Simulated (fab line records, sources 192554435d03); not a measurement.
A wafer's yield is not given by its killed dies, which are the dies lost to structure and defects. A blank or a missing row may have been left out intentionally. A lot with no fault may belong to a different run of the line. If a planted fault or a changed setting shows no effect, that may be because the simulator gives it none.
Problem report, 8D (eight disciplines) form, completed by code	flow n5Finfet	the parts of the form that need people (team, actions taken, sign-off) are left out

1. PROBLEM STATEMENT
Wafers without a fault read 66 s, standard deviation 3.4; timeToEndpointS at N5_BEOL_M9_CMP_52 reads a mean of 112 s on 4 wafers belonging to 3 lots. Relative to the usual mean, that is a shift of +13 standard deviations.
The step: polishes, stops on SiCOH lowk, t overpolish 7 s, target thk 140 nm.
Earliest sighting: wafer L971.1 on cmp-04 at day 15 15:54. At this step, 29 wafers from 10 lots have a number in the record. Rule for "out" (also "out of limits"): further than 4 standard deviations from the usual mean. The other wafers with a number count as sound.

2. WHAT IT IS, AND WHAT IT ISN'T
question	is	is not
which readings at this step	timeToEndpointS	motorCurrentA, slurryFilterDpKPa, slurryFlowMlMin
which lots	L971, L973, L974	L951, L952, L954, L956, L960, L961, L963
which wafers of those lots	L971.1, L973.6, L974.1, L974.6	L971.3, L973.4, L973.5, L974.3
read on which tools	cmp-04	cmp-01, cmp-03
when	from day 15 15:54	up to then (22 sound wafers); but 3 sound wafers of L973, L974 came after

3. SUSPECTS, AND WHAT RULES EACH OUT
Counting: any tool at a process step up to the reading remains a suspect provided it ran every lot that is out. Sound lots after the first of them don't rule it out here, since some wafers of a struck lot are sound.
- ecdCu-02 at N5_BEOL_M9_ECD_50 (material Cu, target thk 318 nm): kept. It ran every lot that is out, first L971 (day 15 15:28); its last sound lot up to then is L963 (day 13 19:47).
- cmp-04 at N5_BEOL_M9_CMP_52 (polishes, stops on SiCOH lowk, t overpolish 7 s, target thk 140 nm): kept. It ran every lot that is out, first L971 (day 15 15:54); its last sound lot up to then is L956 (day 11 17:47). Its own readings are out on those wafers: timeToEndpointS.
The count leaves cmp-04 at N5_BEOL_M9_CMP_52 and ecdCu-02 at N5_BEOL_M9_ECD_50.

4. THE CAUSE (what the simulator had put in)
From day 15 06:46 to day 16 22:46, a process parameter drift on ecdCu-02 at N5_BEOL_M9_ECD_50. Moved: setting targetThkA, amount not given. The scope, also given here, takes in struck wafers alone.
Counting left 2 suspects, and this tool is among them.

5. SEQUENCE OF EFFECTS, ordered by route
One row per reading whose mean, taken over the struck wafers that have a number, lies over 3 standard deviations from the usual. Readings are gone through only where the record gives a usual standard deviation; hours: the median, over the lots, of the time from a lot's start at the first step in this table giving one to that lot's start at this step; sigmas: the change measured in usual standard deviations.
hours	step	reading	usual	on struck wafers	change	sigmas
0	N5_BEOL_M9_CMP_52	timeToEndpointS	66 s	112	+46	+13
It contains these process steps:
- N5_BEOL_M9_CMP_52: polishes, stops on SiCOH lowk, t overpolish 7 s, target thk 140 nm.
Later measuring or inspecting steps at which every struck wafer that the step has a row for has a number for every such reading, and none has moved that far: N5_BEOL_M9_INSPECT_58.

6. HOW IT WOULD HAVE BEEN CAUGHT EARLIER
9 hours passed between the start of the fault at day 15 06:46 and the first reading out of limits in this record, taken at day 15 15:54.
Of the lots that are out (3), L974, L973 began N5_BEOL_M9_ECD_50 on ecdCu-02 after day 15 15:54. A hold on the tool at that time would have spared those 2.
